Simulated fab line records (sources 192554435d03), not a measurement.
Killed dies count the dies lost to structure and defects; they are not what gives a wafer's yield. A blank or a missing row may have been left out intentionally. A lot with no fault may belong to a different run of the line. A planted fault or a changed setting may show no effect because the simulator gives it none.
Struck lot and sound lot, side by side | flow n5_finfet | 15 out of 1938 route steps
Sound: these wafers, L183.1, L183.2, L183.3. The struck wafers were L194.3, L194.5, L194.6. At the end, the cause is stated.
At each step with rows: each side's tool, then ch and its chambers, then its first start. Under that, the readings that differ: sound wafers | struck wafers | difference of the means | sigmas: that difference in standard deviations of wafers without a fault.
alike: same words and numbers on both sides, and readings whose means sit less than 2 such deviations apart. not compared: any withheld reading, any reading some wafer has no value for, any bound like >300 that may hide the same value, and any number with overlapping values for which the record gives no deviation.
Wherever a step has rows on one side only, a row that says differs or no value, or a row with sigmas, the two part there. Non-overlapping numbers with no deviation appear without sigmas and do not part them. Lack of a reading on every wafer of one side parts them only where that side has two or more wafers.

first, 8 steps without rows for these wafers: N5_WELL_APT_HMDS_01 (time 60 s); N5_WELL_APT_COAT_02 (resist thk 950 nm); N5_WELL_APT_EBR_04; N5_WELL_APT_SOFTBAKE_03 (time 60 s); N5_WELL_APT_EXPOSE_05 (exposes mask NWELL, defocus 0 nm, target cd 200 nm); N5_WELL_APT_PEB_06 (peb time 90 s); N5_WELL_APT_DEVELOP_07 (develop time 45 s); N5_WELL_APT_HARDBAKE_12 (time 120 s).
N5_WELL_APT_CD_MEAS_08: the cd target is 200 nm.
  sound on cd_sem-03 ch 0, day 2 07:42; struck on cd_sem-01 ch 0, day 5 01:41
  alike: cd_nm
N5_WELL_APT_OVL_MEAS_09:
  sound on overlay-02 ch 0, day 2 07:44; struck on overlay-02 ch 0, day 5 01:43
  reading        | sound       | struck | difference | sigmas
  NWELL_OVL (nm) | -16 -12 -14 | 1 2 -1 | +15        | +3
N5_WELL_APT_INSPECT_10: inspects for defects (macro).
  sound on defect_inspect-01, day 2 07:45; struck on defect_inspect-01, day 5 01:44
  alike: raw_defect_count
N5_WELL_APT_DESCUM_13: chemistry O2, time 7.9 s.
  sound on rie_diel-05 ch 0,1,3, day 2 07:49; struck on rie_diel-06 ch 0,2,3, day 5 01:46
  alike: drypump_motor_current_A, oes_product_au, rf_fwd_power_W, rf_vpp_V, showerhead_plenum_p_Torr, throttle_valve_pct
  not compared: rf_hours_counter_h
N5_WELL_APT_IMPLANT_14:
  sound on implanter-01 ch 0, day 2 07:55; struck on implanter-02 ch 0, day 5 01:56
  reading            | sound                            | struck                           | difference  | sigmas
  dose_ions_cm2      | 1.5027e+13 1.5016e+13 1.5028e+13 | 2.8124e+13 2.8081e+13 2.8111e+13 | +1.3082e+13 | +99 or more
  faraday_current_uA | 190 190 190                      | 368 358 357                      | +171        | +43
then, 1 step without rows for these wafers: N5_WELL_APT_IMPLANT_15.
N5_PASSIVATION_PROBE_49:
  sound wafers here have rows in the record (prober-02, day 14 19:22); struck ones have none

WHERE THEY PART
Earliest at N5_WELL_APT_OVL_MEAS_09; latest, in this record, at N5_PASSIVATION_PROBE_49.

WHY: what the simulator had put in
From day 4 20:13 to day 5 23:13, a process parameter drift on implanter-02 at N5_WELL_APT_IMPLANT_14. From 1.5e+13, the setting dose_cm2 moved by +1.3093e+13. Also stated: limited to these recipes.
